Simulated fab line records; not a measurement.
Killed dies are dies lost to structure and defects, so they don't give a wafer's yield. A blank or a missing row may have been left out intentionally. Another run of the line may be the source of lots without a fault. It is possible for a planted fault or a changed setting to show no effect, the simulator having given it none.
Chamber matching    flow nand_harc    pecvd-01 running NHARC_A_CONTACT_DEP_24: 3 sister chambers
The step deposits SiO2, target thk 500 nm. 14 wafers are shown with their chamber, then 7 later ones without.

WAFERS PAIRED WITH THEIR CHAMBERS
wafer   chamber  throttle_valve_pct (%)  heater_power_w (W)
L078.1  1        16.8                    660
L078.2  2        15.0                    566
L078.6  2        14.7                    597
L080.1  2        14.7                    609
L080.2  0        15.8                    676
L080.4  0        15.7                    708
L082.1  2        14.9                    564
L082.4  2        14.8                    591
L082.5  1        16.6                    527
L089.3  1        16.8                    691
L089.4  0        16.2                    564
L089.6  2        14.9                    533
L093.2  1        16.9                    666
L093.4  2        15.1                    595

SIGNATURES (averages over the wafers above)
reading             chamber 0  chamber 1  chamber 2  scatter within a chamber
throttle_valve_pct  15.900     16.775     14.871     0.171
heater_power_w      649.33     636.00     579.29     53.9
Rule: a wafer lies at a distance from a chamber equal to the root of the sum of squares, over the readings, of (its reading less the chamber's mean, divided by the reading's scatter). If the next closest chamber is less than 2 further off than the closest, the wafer can't be placed; otherwise it belongs to the closest. The scatter is the square root of a quotient: the sum, over the shown wafers, of each reading's squared deviation from its chamber's mean, divided by wafers minus chambers.

WAFERS WHOSE CHAMBER IS MISSING
wafer   throttle_valve_pct (%)  heater_power_w (W)
L093.6  16.1                    683
L096.1  16.6                    622
L096.5  16.1                    592
L096.6  16.5                    460
L097.2  15.2                    570
L097.4  16.2                    688
L097.6  15.0                    608

THE CHAMBER EACH PASSED THROUGH
wafer   from the rows above      in truth
L093.6  0                        0
L096.1  1                        1
L096.5  0                        0
L096.6  can't be placed: 1 or 0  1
L097.2  2                        2
L097.4  can't be placed: 0 or 1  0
L097.6  2                        2
Placed correctly: 5 of 7. From these rows, 2 cannot be placed; in 2 the true chamber is one of the candidates. Wrongly placed: 0.
